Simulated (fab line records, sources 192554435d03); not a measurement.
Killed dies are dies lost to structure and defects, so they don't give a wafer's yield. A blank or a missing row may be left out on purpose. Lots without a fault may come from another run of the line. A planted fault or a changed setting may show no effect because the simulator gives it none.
fab line records | flow n5_finfet
record lots=4 wafers=12 last_day=19
route steps=1938 shown SD_EPI_N@274 SD_EPI_P@295 MOL_CONTACT_COAG@537 PASSIVATION@1936
lots that met no fault: from a run of the same line without faults
start_h: hours from the record's first day to the start of the lot's first wafer shown | wait_h: hours since the lot's step before | " the same as in the row above | L1.1+2: a row that stands for several wafers | - no value, or no start given | * or withheld: withheld | < > ~ a bound
route shown NAME@n: a module of which the file shows steps, and the number in the route of the first | usual: mean/standard deviation of fault-free wafers | same: alike in all rows | chamber/n: place in a boat | sites: the reading at each site | _std_site: their standard deviation | _edge_site: outer sites' mean less inner sites' | radius_mm: how far each site lies from the wafer's centre | mask NAME#n: copy n | behind: the tool/chamber that last shaped the wafer | hold: why the lot was held/for how many hours/how that ended | device: the transistor (n, p or np) that didn't switch | end of line: the same wafers' tests at the end of the route | a step without rows: its recipe alone | killed: dies lost to structure and defects at the first sort, not the wafer's yield | map: a wafer's dies, x killed, . not, _ none there
set.NAME: the setting as run; set.NAME@STEP: as run at that earlier step | model.NAME: the simulator's own value behind a step, which no gauge read
lots at some steps of the route; a table a step, a row a wafer
services: from which hour (start_h, from the record's first day; less than 0 if before it) a tool's chamber was out of use, for how many hours, and why
## steps
# step N5_SD_EPI_N_ETCH_34
# recipe chemistry=CF4 target=SiARC target_depth_a=455 mask_material=CAR-ArF-block time_s=75.8 ion_energy_ev=80 pressure_mtorr=40 source_w=545 bias_w=36 Ar_flow_sccm=100 cf4_flow_sccm=100 ends=cleared
# step N5_SD_EPI_N_ETCH_35
# recipe chemistry=N2/H2 target=SOC overetch_a=1080 mask_material=SiARC temp_c=40 ion_energy_ev=100 source_w=3000 bias_w=133 pressure_mtorr=20 time_s=486 n2_flow_sccm=200 h2_flow_sccm=200
# step N5_SD_EPI_N_STRIP_36
# recipe chemistry=N2/H2 temp_c=40 n2_flow_sccm=200 h2_flow_sccm=200 rf_frequency_hz=6e+07
# step N5_SD_EPI_N_ETCHBACK_44
# recipe chemistry=CH3F/O2 mode=anisotropic_etchback target=SiNx target_depth_a=145 stop_on=SiO2 over_etch_frac=0.3 ion_energy_ev=120 pressure_mtorr=30 source_w=395 bias_w=73 Ar_flow_sccm=150 CH3F_flow_sccm=30 O2_flow_sccm=20
# step N5_SD_EPI_N_ETCH_45
# recipe chemistry=CH3F/O2 target=SiOCN target_depth_a=60 mask_material=SOC ion_energy_ev=60 bias_w=29 pressure_mtorr=15 source_w=410 Ar_flow_sccm=150 CH3F_flow_sccm=30 O2_flow_sccm=20
# step N5_SD_EPI_N_ETCH_16
# recipe chemistry=CHF3/O2 target=SiO2 target_depth_a=50 mask_material=SOC pressure_mtorr=30 source_w=650 bias_w=170 Ar_flow_sccm=200 CHF3_flow_sccm=50 O2_flow_sccm=5 ion_energy_ev=200
# step N5_SD_EPI_N_STRIP_47
# recipe chemistry=CHF3/O2 resist=SiARC rf_frequency_hz=6e+07
# step N5_SD_EPI_N_SD_RECESS_17
# recipe chemistry=HBr/Cl2/O2 target_depth_a=410 mask_material=SOC time_s=23.7 bt_time_s=3 pressure_mtorr=10 icp_w=800 bias_w=112 HBr_flow_sccm=150 Cl2_flow_sccm=80 O2_flow_sccm=12
# step N5_SD_EPI_N_STRIP_38
# recipe chemistry=N2/H2 power_w=1000 temp_c=250 h2_frac=0.65 overash_fraction=0.3 pressure_mtorr=withheld n2_flow_sccm=1750 h2_flow_sccm=3250
# step N5_SD_EPI_N_WET_ETCH_43
# recipe chemistry=dHF dilution=withheld time_s=14 target=SiO2 target_depth_a=15 temp_c=25
# step N5_SD_EPI_N_STRIP_18
# recipe chemistry=SPM time_s=750 temp_c=130 h2so4_h2o2_vol_ratio=4
# step N5_SD_EPI_N_SRD_20
# recipe dry=ipa_marangoni do_ppb=5 time_s=30 temp_c=23 rinse_liquid=diw
# step N5_SD_EPI_N_PRECLEAN_48
# recipe chemistry=NF3:NH3 afs_cycles=2 temp_c=30 time_s=20 sublimation_temp_c=180 sublimation_time_s=60 pressure_torr=3 rf_power_w=30
# usual afs_cycles=2/0 chamber_pressure_Torr=3.000/0.0065
# columns lot.wafer tool chamber start_h wait_h afs_cycles chamber_pressure_Torr model.SiNx_of_SPACER0_ALD_08.thk_nm
L187.1 epi_rpcvd-03 - 76.17 0.0 - - 1.6
L187.2 " - " " - - 1.6
L187.5 " - " " - - 1.6
L188.2 epi_rpcvd-02 - 80.81 0.1 - - 1.6
L188.5 " - " " - - 1.6
L188.6 " - " " - - 1.6
L199.3 epi_rpcvd-03 0 146.22 0.2 2 2.993 1.4
L199.5 " 0 " " 2 2.996 1.2
L199.6 " 0 " " 2 2.986 1.2
L205.1 epi_rpcvd-03 0 183.15 0.0 2 2.987 1.2
L205.4 " 0 " " 2 3.004 1.4
L205.6 " 0 " " 2 2.998 1.2
# step N5_SD_EPI_N_VAPOR_ETCH_50
# recipe chemistry=HCl target=Si temp_c=775 time_s=54 pressure_torr=20 mode=isotropic
# step N5_SD_EPI_N_EPI_21
# recipe material=Si:P dopant=P temp_c=680 pressure_torr=255 time_s=690
# same epi_growth_time_s=690
# columns lot.wafer tool chamber start_h wait_h model.Si-P_of_SD_EPI_N_EPI_21.thk_nm
L187.1 epi_rpcvd-03 0 76.71 0.1 1.2
L187.2 " 0 " " 1
L187.5 " 0 " " 0.8
L188.2 epi_rpcvd-02 0 81.57 0.4 1
L188.5 " 0 " " 0.8
L188.6 " 0 " " 0.2
L199.3 epi_rpcvd-03 0 147.20 0.7 59
L199.5 " 0 " " 59.6
L199.6 " 0 " " 59.8
L205.1+4 epi_rpcvd-03 0 183.87 0.2 58.4
L205.6 " 0 185.73 1.9 58.8
# step N5_SD_EPI_N_PRECLEAN_24
# recipe chemistry=O3/DIW time_s=60 temp_c=22 o3_ppm=10
# step N5_SD_EPI_N_SRD_25
# recipe time_s=30 temp_c=23 rinse_liquid=diw dry=ipa_marangoni
# step N5_SD_EPI_N_PRECLEAN_49
# recipe chemistry=NF3:NH3 afs_cycles=1 temp_c=30 time_s=20 sublimation_temp_c=180 sublimation_time_s=60 pressure_torr=3 rf_power_w=30
# step N5_SD_EPI_N_LINER_46
# recipe material=SiNx target_thk_a=30 temp_c=400 ald_precursor_family=SiH2I2 ald_co_reactant=N2/H2-plasma pressure_torr=2
# step N5_SD_EPI_P_COAT_34
# recipe resist=SOC temp_c=250 time_s=60 spin_rpm=1500 resist_thk_nm=350
# step N5_SD_EPI_P_COAT_35
# recipe resist=SiARC temp_c=220 time_s=60 spin_rpm=1500 resist_thk_nm=35
# step N5_SD_EPI_P_COAT_03
# recipe resist=CAR-ArF-block spin_rpm=1500 resist_thk_nm=150
# step N5_SD_EPI_P_EBR_05
# recipe solvent=PGMEA ebr_width_mm=1.5
# step N5_SD_EPI_P_SOFTBAKE_04
# recipe temp_c=110 time_s=60 resist=CAR-ArF-block
# step N5_SD_EPI_P_EXPOSE_06
# recipe mask_id=SD_P_BLK na=1.35 source_shape=conventional sigma_outer=0.8 polarization=unpolarized target_cd_nm=240 dose_mj=39.5
# step N5_SD_EPI_P_PEB_07
# recipe peb_temp_c=110 peb_time_s=60 resist=CAR-ArF-block
# step N5_SD_EPI_P_DEVELOP_08
# recipe develop_time_s=30 developer=TMAH resist=CAR-ArF-block dev_temp_c=23 rinse_liquid=diw dry=air_spin
# step N5_SD_EPI_P_DESCUM_14
# recipe chemistry=O2 time_s=7.9 source_power_w=50 bias_power_w=20 pressure_mtorr=20 rf_frequency_hz=2.712e+07 temp_c=40 resist=CAR-ArF-block o2_flow_sccm=225
# step N5_SD_EPI_P_ETCH_36
# recipe chemistry=CF4 target=SiARC target_depth_a=455 mask_material=CAR-ArF-block time_s=75.8 ion_energy_ev=80 pressure_mtorr=40 source_w=545 bias_w=36 Ar_flow_sccm=100 cf4_flow_sccm=100 ends=cleared
# step N5_SD_EPI_P_ETCH_37
# recipe chemistry=N2/H2 target=SOC overetch_a=1080 mask_material=SiARC temp_c=40 ion_energy_ev=100 source_w=3000 bias_w=133 pressure_mtorr=20 time_s=486 n2_flow_sccm=200 h2_flow_sccm=200 ends=end_point
# step N5_SD_EPI_P_STRIP_38
# recipe chemistry=N2/H2 temp_c=40 n2_flow_sccm=200 h2_flow_sccm=200 rf_frequency_hz=6e+07
# step N5_SD_EPI_P_ETCHBACK_46
# recipe chemistry=CH3F/O2 mode=anisotropic_etchback target=SiNx target_depth_a=175 stop_on=SiO2 over_etch_frac=0.3 ion_energy_ev=120 pressure_mtorr=30 source_w=395 bias_w=73 Ar_flow_sccm=150 CH3F_flow_sccm=30 O2_flow_sccm=20
# step N5_SD_EPI_P_ETCH_47
# recipe chemistry=CH3F/O2 target=SiOCN target_depth_a=250 mask_material=SOC ion_energy_ev=60 bias_w=29 pressure_mtorr=30 source_w=410 Ar_flow_sccm=150 CH3F_flow_sccm=30 O2_flow_sccm=20
# step N5_SD_EPI_P_ETCH_16
# recipe chemistry=CHF3/O2 target=SiO2 target_depth_a=50 mask_material=SOC pressure_mtorr=30 source_w=650 bias_w=170 Ar_flow_sccm=200 CHF3_flow_sccm=50 O2_flow_sccm=5 ion_energy_ev=200
# step N5_SD_EPI_P_STRIP_50
# recipe chemistry=CHF3/O2 resist=SiARC rf_frequency_hz=6e+07
# step N5_SD_EPI_P_SD_RECESS_17
# recipe chemistry=HBr/Cl2/O2 target_depth_a=391 bt_time_s=3 pressure_mtorr=10 icp_w=800 bias_w=112 HBr_flow_sccm=150 Cl2_flow_sccm=80 O2_flow_sccm=12
# step N5_SD_EPI_P_WET_ETCH_45
# recipe chemistry=dHF dilution=withheld time_s=10.7 target=SiO2 target_depth_a=20 temp_c=25 dry=ipa_marangoni rinse_time_s=30 rinse_temp_c=23
# step N5_MOL_CONTACT_COAG_ETCH_15
# recipe chemistry=CH3F/O2 target=SiNx target_depth_a=70 mask_material=SOC stop_on=Si:P over_etch_frac=0.75 ion_energy_ev=120 pressure_mtorr=30 source_w=395 bias_w=73 Ar_flow_sccm=150 CH3F_flow_sccm=30 O2_flow_sccm=20
# usual bias_w=73.01/0.21 drypump_motor_current_A=5.52/0.26 oes_f_703_au=0.78/0.1 oes_product_au=0.57/0.069 rf_vpp_V=294/4.3 showerhead_plenum_p_Torr=1.99/0.066 throttle_valve_pct=16.26/0.21
# columns lot.wafer tool chamber start_h wait_h bias_w drypump_motor_current_A oes_f_703_au oes_product_au rf_hours_counter_h rf_vpp_V showerhead_plenum_p_Torr throttle_valve_pct model.Si-P_of_SD_EPI_N_EPI_21.thk_nm
L187.1 rie_diel-04 3 113.20 0.0 73.09 5.22 0.76 0.56 150 297 1.99 16.22 1.2
L187.2 " 2 " " 72.96 5.42 0.70 0.51 227 295 1.97 16.23 1
L187.5 " 0 " " 72.51 5.54 0.73 0.54 - 291 1.99 16.28 0.8
L188.2 rie_diel-03 3 117.41 0.0 73.02 5.44 0.89 0.65 33 283 2.03 16.17 1
L188.5 " 1 " " 73.11 5.83 0.71 0.50 - 294 2.08 16.61 0.8
L188.6 " 3 " " 73.15 5.44 0.90 0.65 - 286 2.02 16.16 0.2
L199.3 rie_diel-01 0 182.30 0.0 72.86 5.34 0.70 0.53 201 297 2.06 16.35 58.2
L199.5 " 0 " " 72.84 5.32 0.69 0.54 - 298 2.06 16.34 58.8
L199.6 " 1 " " 72.82 5.63 0.68 0.50 - 301 1.89 16.32 59
L205.1 rie_diel-04 3 221.75 0.0 72.44 5.20 0.73 0.53 190 297 1.98 16.28 57.6
L205.4 " 2 " " 72.99 5.39 0.95 0.69 11 296 1.96 15.83 57.6
L205.6 " 2 " " 72.70 5.42 0.95 0.70 - 295 1.96 15.84 58
# step N5_PASSIVATION_PROBE_49
# usual killed_at_M0_to_M3=33/11 killed_at_M4_up=15/6.2 killed_at_contacts=13/6.5 killed_at_front_end=38/11 killed_at_other=3.4/2.6 killed_dies=102/17 killed_open=67/12 killed_short=34/7.9
# same gross_dies=1180 killed_at_back_side=0
# columns lot.wafer tool chamber start_h wait_h killed_at_M0_to_M3 killed_at_M4_up killed_at_contacts killed_at_front_end killed_at_other killed_dies killed_open killed_short
L188.2 prober-01 - 304.41 0.1 34 16 7 30 2 89 56 28
L188.5 prober-01 - 304.56 0.2 36 6 5 33 4 84 52 30
L188.6 prober-01 - 304.61 0.3 34 14 11 40 3 102 81 20
L187.1 prober-02 - 310.62 0.0 52 8 10 37 4 111 59 51
L187.2 prober-02 - 310.67 0.1 54 15 19 28 6 122 89 31
L187.5 prober-02 - 310.82 0.2 60 23 21 38 5 147 95 49
L199.3 prober-01 - 369.40 0.1 17 10 8 54 2 91 62 29
L199.5 prober-01 - 369.50 0.2 19 11 18 63 0 111 66 44
L199.6 prober-01 - 369.55 0.3 30 9 18 42 0 99 73 25
L205.1 prober-01 - 455.29 0.0 45 20 11 44 5 125 87 37
L205.4 prober-01 - 455.44 0.2 36 30 8 41 4 119 94 25
L205.6 prober-01 - 455.54 0.3 38 29 19 55 4 145 86 59
# killed by level:class
L188.2 BEOL_M3:geometric_particle:open=13 BEOL_M2:geometric_particle:open=8 MOL_CONTACT_COAG:geometric_particle:open=7 STI_FIN_REVEAL:geometric_particle:open=6 GATE_CUT:geometric_particle:short=6 DUMMY_GATE:geometric_particle:open=5 BEOL_M0_SAQP:geometric_particle:open=4 DUMMY_GATE:geometric_particle:short=3
L188.5 BEOL_M0_SAQP:geometric_particle:open=14 BEOL_M0_SAQP:geometric_particle:short=13 DUMMY_GATE:geometric_particle:open=8 STI_FIN_REVEAL:geometric_particle:open=7 STARTING-WAFER:geometric_particle:short=6 GATE_CUT:geometric_particle:short=5 MOL_CONTACT_COAG:geometric_particle:open=4 BEOL_M3:geometric_particle:open=4
L188.6 STI_FIN_REVEAL:geometric_particle:open=14 MOL_CONTACT_COAG:geometric_particle:open=10 BEOL_M0_SAQP:geometric_particle:open=8 DUMMY_GATE:geometric_particle:open=7 BEOL_M0_SAQP:geometric_particle:short=6 BEOL_M0:geometric_particle:open=6 BEOL_M2:geometric_particle:open=5 BEOL_M3:geometric_particle:open=5
L187.1 BEOL_M0_SAQP:geometric_particle:open=15 BEOL_M0_SAQP:geometric_particle:short=11 GATE_CUT:geometric_particle:short=10 MOL_CONTACT_COAG:geometric_particle:open=9 FIN_SAQP:geometric_particle:short=5 BEOL_M2:geometric_particle:short=5 STARTING-WAFER:geometric_particle:short=4 BEOL_M3:geometric_particle:open=4
L187.2 MOL_CONTACT_COAG:geometric_particle:open=17 BEOL_M0_SAQP:geometric_particle:open=15 STI_FIN_REVEAL:geometric_particle:open=13 BEOL_M3:geometric_particle:open=11 BEOL_M0_SAQP:geometric_particle:short=9 BEOL_M2:geometric_particle:open=6 BEOL_M4:geometric_particle:open=4 BEOL_M1:geometric_particle:open=4
L187.5 MOL_CONTACT_COAG:geometric_particle:open=21 STI_FIN_REVEAL:geometric_particle:open=15 BEOL_M2:geometric_particle:open=10 BEOL_M0_SAQP:geometric_particle:short=9 BEOL_M3:geometric_particle:open=9 BEOL_M3:geometric_particle:short=8 BEOL_M4:geometric_particle:open=7 GATE_CUT:geometric_particle:short=6
L199.3 STI_FIN_REVEAL:geometric_particle:open=21 GATE_CUT:geometric_particle:short=9 FIN_SAQP:geometric_particle:short=8 MOL_CONTACT_COAG:geometric_particle:open=8 BEOL_M0_SAQP:geometric_particle:open=6 FIN_SAQP:geometric_particle:open=5 BEOL_M0_SAQP:geometric_particle:short=5 BEOL_M4:geometric_particle:open=4
L199.5 FIN_SAQP:geometric_particle:short=20 STI_FIN_REVEAL:geometric_particle:open=16 MOL_CONTACT_COAG:geometric_particle:open=16 FIN_SAQP:geometric_particle:open=9 BEOL_M4:geometric_particle:open=6 BEOL_M1:geometric_particle:open=4 BEOL_M0_SAQP:geometric_particle:open=4 BEOL_M1:geometric_particle:short=4
L199.6 MOL_CONTACT_COAG:geometric_particle:open=15 FIN_SAQP:geometric_particle:open=11 STI_FIN_REVEAL:geometric_particle:open=11 BEOL_M3:geometric_particle:open=10 FIN_SAQP:geometric_particle:short=7 BEOL_M1:geometric_particle:open=6 BEOL_M3:geometric_particle:short=4 ILD0:geometric_particle:open=3
L205.1 FIN_SAQP:geometric_particle:open=16 BEOL_M3:geometric_particle:open=14 BEOL_M4:geometric_particle:open=11 BEOL_M2:geometric_particle:open=10 MOL_CONTACT_COAG:geometric_particle:open=9 FIN_SAQP:geometric_particle:short=6 STI_FIN_REVEAL:geometric_particle:open=6 BEOL_M0_SAQP:geometric_particle:open=6
L205.4 BEOL_M4:geometric_particle:open=20 BEOL_M2:geometric_particle:open=11 FIN_SAQP:geometric_particle:open=9 BEOL_M1:geometric_particle:open=9 MOL_CONTACT_COAG:geometric_particle:open=8 STI_FIN_REVEAL:geometric_particle:open=6 DUMMY_GATE:geometric_particle:open=6 FIN_SAQP:geometric_particle:short=5
L205.6 BEOL_M4:geometric_particle:open=18 GATE_CUT:geometric_particle:short=14 MOL_CONTACT_COAG:geometric_particle:open=11 BEOL_M1:geometric_particle:short=9 FIN_SAQP:geometric_particle:short=8 MOL_CONTACT_COAG:geometric_particle:short=8 BEOL_M3:geometric_particle:open=8 BEOL_M0_SAQP:geometric_particle:open=7
## services
# columns tool chamber start_h hours kind
rie_diel-04 0 55.90 3.5 repair
rie_diel-01 - 59.04 2.4 repair
rie_diel-01 3 71.90 8.0 repair
rie_diel-01 3 84.55 - clean
rie_diel-01 3 84.55 - consumable_replace:focus_ring
rie_diel-01 3 84.55 14.8 scheduled_down
rie_diel-01 3 84.55 14.8 vent_cycle
rie_diel-01 1 97.91 3.7 repair
rie_diel-03 2 100.81 - clean
rie_diel-03 2 100.81 - consumable_replace:focus_ring
rie_diel-03 2 100.81 - consumable_replace:showerhead
rie_diel-03 2 100.81 25.0 scheduled_down
rie_diel-03 2 100.81 25.0 vent_cycle
rie_diel-03 0 125.80 - clean
rie_diel-03 0 125.80 - consumable_replace:focus_ring
rie_diel-01 0 130.07 9.3 repair
rie_diel-01 - 130.59 0.9 repair
rie_diel-03 - 149.57 2.8 pm
rie_diel-04 0 165.31 3.0 repair
rie_diel-04 2 183.03 - clean
rie_diel-04 2 183.03 - consumable_replace:focus_ring
rie_diel-04 2 183.03 14.3 scheduled_down
rie_diel-04 2 183.03 14.3 vent_cycle
epi_rpcvd-03 - 215.43 8.1 pm
## key
first_sign step=N5_SD_EPI_N_PRECLEAN_48 reading=tool_record direction=missing
effect none on later readings
model_effect step=N5_SD_EPI_N_PRECLEAN_48 value=SiNx_of_SPACER0_ALD_08.thk_nm without=1.267 struck=1.6
model_effect step=N5_SD_EPI_N_EPI_21 value=Si-P_of_SD_EPI_N_EPI_21.thk_nm without=58.87 struck=0.8333
model_effect step=N5_MOL_CONTACT_COAG_ETCH_15 value=Si-P_of_SD_EPI_N_EPI_21.thk_nm without=58.2 struck=0.9
met_at N5_SD_EPI_N_PRECLEAN_48
struck_wafers L187.1,L187.2,L187.5,L188.2,L188.5,L188.6
tester_left_out L187,L188
fault kind=skipped_step_whole tool=epi_rpcvd-01,epi_rpcvd-02,epi_rpcvd-03 chamber=- onset_h=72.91 steps=N5_SD_EPI_N_PRECLEAN_48 scope=struck_lots_only
# tester_left_out: of these lots the tester's yield and bins aren't shown, on N5 and GAA mostly nor the transistor test; their killed dies are dies lost to structure and defects alone, not to doping, threshold or leakage, so they don't give the yield
